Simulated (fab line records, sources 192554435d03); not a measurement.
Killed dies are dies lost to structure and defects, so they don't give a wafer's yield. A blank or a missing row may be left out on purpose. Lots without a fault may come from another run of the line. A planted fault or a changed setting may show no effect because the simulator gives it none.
fab line records | flow n5_finfet | part 2 of 2: steps 6 to 6 of 6
record lots=8 wafers=24 last_day=17
route steps=1938 shown DUMMY_REMOVAL@378 HKMG_FIN@405 BEOL_M4@1111 PASSIVATION@1936
lots that met no fault: from a run of the same line without faults
start_h: hours from the record's first day to the start of the lot's first wafer shown | wait_h: hours since the lot's step before | " the same as in the row above | L1.1+2: a row that stands for several wafers | - no value, or no start given | * or withheld: withheld | < > ~ a bound
route shown NAME@n: a module of which the file shows steps, and the number in the route of the first | usual: mean/standard deviation of fault-free wafers | same: alike in all rows | chamber/n: place in a boat | sites: the reading at each site | _std_site: their standard deviation | _edge_site: outer sites' mean less inner sites' | radius_mm: how far each site lies from the wafer's centre | mask NAME#n: copy n | behind: the tool/chamber that last shaped the wafer | hold: why the lot was held/for how many hours/how that ended | device: the transistor (n, p or np) that didn't switch | end of line: the same wafers' tests at the end of the route | a step without rows: its recipe alone | killed: dies lost to structure and defects at the first sort, not the wafer's yield | map: a wafer's dies, x killed, . not, _ none there
set.NAME: the setting as run; set.NAME@STEP: as run at that earlier step | model.NAME: the simulator's own value behind a step, which no gauge read
steps of the route over a sample of lots; a table a step, a row a wafer
services: from which hour (start_h, from the record's first day; less than 0 if before it) a tool's chamber was out of use, for how many hours, and why
## steps
# step N5_PASSIVATION_PROBE_49
# usual defect_limited_yield=91.6/1.4 killed_at_M0_to_M3=35/10 killed_at_M4_up=13/5.3 killed_at_contacts=12/5.9 killed_at_front_end=36/9.9 killed_at_other=3.2/3 killed_dies=99/16 killed_open=66/12 killed_short=32/7.7 sort_bin_4_leakage=0/0 sort_bin_5_function=4.9/0.91 sort_bin_6_memory=3.2/0.65 sort_n_pass=1081/16 sort_yield_pct=91.6/1.4
# same gross_dies=1180 killed_at_back_side=0 sort_bin_8_speed[%]=0
# columns lot.wafer tool chamber start_h wait_h defect_limited_yield[%] killed_at_M0_to_M3 killed_at_M4_up killed_at_contacts killed_at_front_end killed_at_other killed_dies killed_open killed_short sort_bin_4_leakage[%] sort_bin_5_function[%] sort_bin_6_memory[%] sort_n_pass sort_yield_pct[%]
L402.1 prober-01 - 283.59 0.0 91.4 29 16 17 38 2 102 68 31 0 5.2 2.8 1078 91.4
L402.4 prober-01 - 283.74 0.2 88.5 50 16 18 52 0 136 89 46 0 7.8 3.1 1044 88.5
L402.6 prober-01 - 283.84 0.3 88.9 41 18 37 35 0 131 86 42 0 6.9 4.0 1049 88.9
L410.1 prober-02 - 321.75 0.0 92.5 24 14 11 39 1 89 61 26 0 4.8 2.5 1091 92.5
L410.2 prober-02 - 321.80 0.1 90.5 36 8 8 57 3 112 69 39 90.51 6.0 3.1 0 0
L410.3 prober-02 - 321.85 0.1 91.4 26 10 15 49 2 102 61 37 0 5.3 3.0 1078 91.4
L409.2 prober-02 - 323.77 0.1 89.2 35 21 13 58 0 127 97 28 89.24 6.6 3.7 0 0
L409.3 prober-02 - 323.82 0.1 90.3 41 13 10 48 2 114 81 33 0 6.1 3.4 1066 90.3
L409.6 prober-02 - 323.97 0.3 88.2 53 13 23 47 3 139 104 33 0 6.7 4.5 1041 88.2
L412.3 prober-02 - 346.73 0.1 89.1 53 20 5 48 3 129 78 51 0 5.9 4.5 1051 89.1
L412.5 prober-02 - 346.83 0.2 90.5 40 16 2 52 2 112 68 42 0 5.5 3.6 1068 90.5
L412.6 prober-02 - 346.88 0.3 90.0 52 17 6 42 1 118 74 41 90.00 5.7 4.1 0 0
L414.1 prober-02 - 352.99 0.0 91.7 41 14 15 28 0 98 71 27 0 5.3 2.8 1082 91.7
L414.3 prober-02 - 353.09 0.1 91.9 26 17 15 32 5 95 64 31 0 4.5 3.1 1085 91.9
L414.4 prober-02 - 353.14 0.2 91.1 48 17 8 31 1 105 73 32 0 5.1 3.6 1075 91.1
L417.2 prober-02 - 382.73 0.1 91.9 34 9 12 38 3 96 66 30 0 4.9 2.9 1084 91.9
L417.3 prober-02 - 382.78 0.1 91.2 35 10 9 44 6 104 74 30 0 5.3 3.4 1076 91.2
L417.5 prober-02 - 382.88 0.2 90.6 42 9 21 36 3 111 80 31 0 5.2 4.1 1069 90.6
L421.1 prober-01 - 391.02 0.0 91.8 40 14 20 20 3 97 63 32 0 5.8 2.0 1083 91.8
L421.3 prober-01 - 391.12 0.1 91.3 38 19 16 28 2 103 73 28 0 5.4 3.1 1077 91.3
L421.5 prober-01 - 391.22 0.2 90.2 46 20 14 33 3 116 88 26 0 5.7 3.8 1064 90.2
L424.1 prober-01 - 409.57 0.2 90.8 43 16 3 44 3 109 78 28 0 4.9 4.0 1071 90.8
L424.2 prober-01 - 409.62 0.2 91.0 18 12 14 62 0 106 76 30 0 5.7 3.1 1074 91.0
L424.4 prober-01 - 409.72 0.3 94.4 16 9 7 34 0 66 44 21 0 3.5 1.9 1114 94.4
# killed by level:class
L402.1 MOL_CONTACT_COAG:geometric_particle:open=15 FIN_SAQP:geometric_particle:open=12 BEOL_M4:geometric_particle:open=10 BEOL_M0_SAQP:geometric_particle:short=9 BEOL_M0_SAQP:geometric_particle:open=8 STI_FIN_REVEAL:geometric_particle:open=6 BEOL_M1:geometric_particle:open=4 STARTING-WAFER:geometric_particle:short=4
L402.4 FIN_SAQP:geometric_particle:open=16 FIN_SAQP:geometric_particle:short=14 MOL_CONTACT_COAG:geometric_particle:open=14 BEOL_M0_SAQP:geometric_particle:short=12 BEOL_M1:geometric_particle:open=10 BEOL_M4:geometric_particle:open=9 STI_FIN_REVEAL:geometric_particle:open=8 BEOL_M0_SAQP:geometric_particle:open=8
L402.6 MOL_CONTACT_COAG:geometric_particle:open=30 BEOL_M0_SAQP:geometric_particle:short=13 FIN_SAQP:geometric_particle:open=9 BEOL_M1:geometric_particle:open=8 BEOL_M0_SAQP:geometric_particle:open=8 BEOL_M4:geometric_particle:open=7 MOL_CONTACT_COAG:geometric_particle:short=7 BEOL_M3:geometric_particle:open=7
L410.1 MOL_CONTACT_COAG:geometric_particle:open=10 BEOL_M1:geometric_particle:open=9 GATE_CUT:geometric_particle:short=8 STARTING-WAFER:geometric_particle:open=6 FIN_SAQP:geometric_particle:short=5 STI_FIN_REVEAL:geometric_particle:open=5 BEOL_M7:geometric_particle:open=5 BEOL_M3:geometric_particle:open=5
L410.2 FIN_SAQP:geometric_particle:open=18 FIN_SAQP:geometric_particle:short=16 BEOL_M2:geometric_particle:open=7 MOL_CONTACT_COAG:geometric_particle:open=7 BEOL_M1:geometric_particle:open=7 GATE_CUT:geometric_particle:open=5 BEOL_M3:geometric_particle:open=5 BEOL_M0:geometric_particle:short=4
L410.3 FIN_SAQP:geometric_particle:short=14 MOL_CONTACT_COAG:geometric_particle:open=12 BEOL_M3:geometric_particle:open=12 STI_FIN_REVEAL:geometric_particle:open=8 GATE_CUT:geometric_particle:short=8 FIN_SAQP:geometric_particle:open=6 BEOL_M4:geometric_particle:open=5 BEOL_M2:geometric_particle:open=4
L409.2 FIN_SAQP:geometric_particle:open=17 DUMMY_GATE:geometric_particle:open=15 FIN_SAQP:geometric_particle:short=11 MOL_CONTACT_COAG:geometric_particle:open=10 BEOL_M2:geometric_particle:open=9 BEOL_M0_SAQP:geometric_particle:open=8 BEOL_M4:geometric_particle:open=7 BEOL_M0:geometric_particle:open=5
L409.3 FIN_SAQP:geometric_particle:open=13 FIN_SAQP:geometric_particle:short=11 BEOL_M0_SAQP:geometric_particle:open=11 BEOL_M3:geometric_particle:open=9 STI_FIN_REVEAL:geometric_particle:open=8 MOL_CONTACT_COAG:geometric_particle:open=6 BEOL_M2:geometric_particle:open=5 BEOL_M0:geometric_particle:open=5
L409.6 MOL_CONTACT_COAG:geometric_particle:open=22 BEOL_M2:geometric_particle:open=20 FIN_SAQP:geometric_particle:open=10 STI_FIN_REVEAL:geometric_particle:open=10 BEOL_M0_SAQP:geometric_particle:short=9 BEOL_M0_SAQP:geometric_particle:open=7 GATE_CUT:geometric_particle:short=6 FIN_SAQP:geometric_particle:short=5
L412.3 BEOL_M0_SAQP:geometric_particle:short=17 BEOL_M0_SAQP:geometric_particle:open=11 STI_FIN_REVEAL:geometric_particle:open=10 BEOL_M4:geometric_particle:open=9 GATE_CUT:geometric_particle:open=8 BEOL_M0:geometric_particle:open=8 BEOL_M1:geometric_particle:open=6 FIN_SAQP:geometric_particle:short=5
L412.5 STI_FIN_REVEAL:geometric_particle:open=16 FIN_SAQP:geometric_particle:open=14 FIN_SAQP:geometric_particle:short=10 BEOL_M4:geometric_particle:short=9 BEOL_M0_SAQP:geometric_particle:short=8 BEOL_M1:geometric_particle:open=8 BEOL_M0_SAQP:geometric_particle:open=7 BEOL_M3:geometric_particle:open=7
L412.6 BEOL_M0_SAQP:geometric_particle:open=13 BEOL_M3:geometric_particle:open=10 BEOL_M0_SAQP:geometric_particle:short=10 DUMMY_GATE:geometric_particle:open=8 STI_FIN_REVEAL:geometric_particle:open=7 BEOL_M4:geometric_particle:open=6 FIN_SAQP:geometric_particle:short=4 FIN_SAQP:geometric_particle:open=4
L414.1 BEOL_M2:geometric_particle:open=12 MOL_CONTACT_COAG:geometric_particle:open=11 BEOL_M0_SAQP:geometric_particle:open=9 BEOL_M3:geometric_particle:open=8 FIN_SAQP:geometric_particle:open=5 GATE_CUT:geometric_particle:short=4 MOL_CONTACT_COAG:geometric_particle:short=4 BEOL_M4:geometric_particle:open=4
L414.3 BEOL_M3:geometric_particle:open=13 MOL_CONTACT_COAG:geometric_particle:open=11 FIN_SAQP:geometric_particle:open=10 FIN_SAQP:geometric_particle:short=6 BEOL_M4:geometric_particle:open=6 GATE_CUT:geometric_particle:open=4 MOL_CONTACT_COAG:geometric_particle:short=4 BEOL_M4:geometric_particle:short=4
L414.4 BEOL_M3:geometric_particle:open=16 BEOL_M4:geometric_particle:open=10 BEOL_M0_SAQP:geometric_particle:open=8 DUMMY_GATE:geometric_particle:open=7 BEOL_M2:geometric_particle:open=7 FIN_SAQP:geometric_particle:open=6 GATE_CUT:geometric_particle:short=5 BEOL_M1:geometric_particle:open=4
L417.2 BEOL_M3:geometric_particle:open=10 DUMMY_GATE:geometric_particle:open=9 MOL_CONTACT_COAG:geometric_particle:open=9 BEOL_M0_SAQP:geometric_particle:open=7 FIN_SAQP:geometric_particle:short=6 BEOL_M4:geometric_particle:open=6 GATE_CUT:geometric_particle:open=5 FIN_SAQP:geometric_particle:open=4
L417.3 STI_FIN_REVEAL:geometric_particle:open=11 BEOL_M0_SAQP:geometric_particle:short=8 BEOL_M3:geometric_particle:open=8 FIN_SAQP:geometric_particle:open=7 DUMMY_GATE:geometric_particle:open=7 BEOL_M0_SAQP:geometric_particle:open=7 MOL_CONTACT_COAG:geometric_particle:open=7 BEOL_M1:geometric_particle:open=6
L417.5 MOL_CONTACT_COAG:geometric_particle:open=19 BEOL_M3:geometric_particle:open=18 BEOL_M0_SAQP:geometric_particle:open=11 BEOL_M0_SAQP:geometric_particle:short=8 FIN_SAQP:geometric_particle:short=7 FIN_SAQP:geometric_particle:open=6 BEOL_M5:geometric_particle:open=5 STI_FIN_REVEAL:geometric_particle:open=4
L421.1 MOL_CONTACT_COAG:geometric_particle:open=16 BEOL_M1:geometric_particle:open=10 BEOL_M0_SAQP:geometric_particle:short=9 BEOL_M3:geometric_particle:open=6 BEOL_M4:geometric_particle:open=6 FIN_SAQP:geometric_particle:short=4 MOL_CONTACT_COAG:geometric_particle:short=4 BEOL_M0_SAQP:geometric_particle:open=4
L421.3 MOL_CONTACT_COAG:geometric_particle:open=16 BEOL_M1:geometric_particle:open=10 BEOL_M2:geometric_particle:open=9 BEOL_M4:geometric_particle:open=8 BEOL_M1:geometric_particle:short=6 BEOL_M0_SAQP:geometric_particle:open=6 BEOL_M4:geometric_particle:short=5 FIN_SAQP:geometric_particle:open=4
L421.5 BEOL_M0_SAQP:geometric_particle:open=11 DUMMY_GATE:geometric_particle:open=10 BEOL_M4:geometric_particle:open=10 BEOL_M1:geometric_particle:open=9 BEOL_M2:geometric_particle:open=9 MOL_CONTACT_COAG:geometric_particle:open=8 MOL_CONTACT_COAG:geometric_particle:short=6 STI_FIN_REVEAL:geometric_particle:open=5
L424.1 BEOL_M0_SAQP:geometric_particle:open=19 FIN_SAQP:geometric_particle:short=10 STI_FIN_REVEAL:geometric_particle:open=10 FIN_SAQP:geometric_particle:open=9 BEOL_M0_SAQP:geometric_particle:short=9 BEOL_M2:geometric_particle:open=6 DUMMY_GATE:geometric_particle:open=5 BEOL_M1:geometric_particle:open=4
L424.2 STI_FIN_REVEAL:geometric_particle:open=20 FIN_SAQP:geometric_particle:open=13 MOL_CONTACT_COAG:geometric_particle:open=9 GATE_CUT:geometric_particle:short=7 BEOL_M0_SAQP:geometric_particle:open=7 GATE_CUT:geometric_particle:open=6 BEOL_M0_SAQP:geometric_particle:short=6 MOL_CONTACT_COAG:geometric_particle:short=5
L424.4 STI_FIN_REVEAL:geometric_particle:open=11 FIN_SAQP:geometric_particle:short=7 MOL_CONTACT_COAG:geometric_particle:open=6 BEOL_M0_SAQP:geometric_particle:short=5 BEOL_M0_SAQP:geometric_particle:open=4 FIN_SAQP:geometric_particle:open=3 DUMMY_GATE:geometric_particle:open=3 BEOL_M5:geometric_particle:open=3
## services
# columns tool chamber start_h hours kind
ald_metal-04 2 50.45 1.5 repair
ald_metal-01 2 61.97 2.0 repair
rie_diel-02 - 81.18 1.0 repair
rie_diel-01 3 104.27 - clean
rie_diel-01 3 104.27 - consumable_replace:focus_ring
rie_diel-01 3 104.27 - consumable_replace:showerhead
rie_diel-02 1 104.61 8.1 repair
rie_diel-06 - 109.40 0.7 repair
rie_diel-03 - 109.52 28.1 pm
ald_metal-03 3 137.21 7.2 repair
rie_diel-01 0 143.31 8.5 repair
rie_diel-01 3 144.31 29.9 repair
ald_metal-01 1 146.35 26.8 repair
rie_diel-02 - 146.70 2.8 pm
rie_diel-03 2 156.59 4.1 repair
rie_diel-01 3 179.40 9.7 repair
rie_diel-02 0 180.05 2.6 repair
rie_diel-01 3 189.25 4.4 repair
rie_diel-04 1 204.31 - clean
rie_diel-04 1 204.31 - consumable_replace:focus_ring
rie_diel-04 1 204.31 27.6 scheduled_down
rie_diel-04 1 204.31 27.6 vent_cycle
rie_diel-06 2 212.43 - clean
ald_metal-03 2 213.06 3.1 repair
## key
first_sign step=N5_HKMG_FIN_ETCH_58 reading=run_length_s direction=down sigmas=99+ usual=* struck=*
effect step=N5_BEOL_M4_RC_MEAS_101 reading=IOFF_N_LONG direction=up sigmas=99+ usual=5.64e-05 struck=0.0030527
effect step=N5_BEOL_M4_RC_MEAS_101 reading=IOFF_N_LIN direction=up sigmas=99+ usual=0.073 struck=4.467
effect step=N5_BEOL_M4_RC_MEAS_101 reading=IOFF_N direction=up sigmas=99+ usual=0.154 struck=9.442
effect step=N5_BEOL_M4_RC_MEAS_101 reading=IOFF_N_85C direction=up sigmas=99+ usual=3.0 struck=96.3
effect step=N5_BEOL_M4_RC_MEAS_101 reading=VT_N_LONG direction=down sigmas=63 usual=274.6 struck=155.6
effect step=N5_BEOL_M4_RC_MEAS_101 reading=VT_N direction=down sigmas=39 usual=250 struck=132
effect step=N5_BEOL_M4_RC_MEAS_101 reading=ION_N direction=up sigmas=9 usual=675 struck=763
effect step=N5_BEOL_M4_RC_MEAS_101 reading=VT_P_LVT direction=down sigmas=3.4 usual=-98 struck=-109
effect step=N5_PASSIVATION_PROBE_49 reading=sort_bin_4_leakage direction=up sigmas=99+ usual=0 struck=89.92
met_at N5_HKMG_FIN_ETCH_58
struck_lots L409,L410,L412
struck_wafers L409.2,L410.2,L412.6
not_acting_at N5_DUMMY_REMOVAL_STRIP_10,N5_HKMG_FIN_STRIP_57,N5_HKMG_FIN_ALD_36
fault kind=process_parameter_drift tool=rie_diel-04 chamber=1 onset_h=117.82 steps=N5_HKMG_FIN_ETCH_58 channel=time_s offset=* shape=step end_h=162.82 acts_in=* stated=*
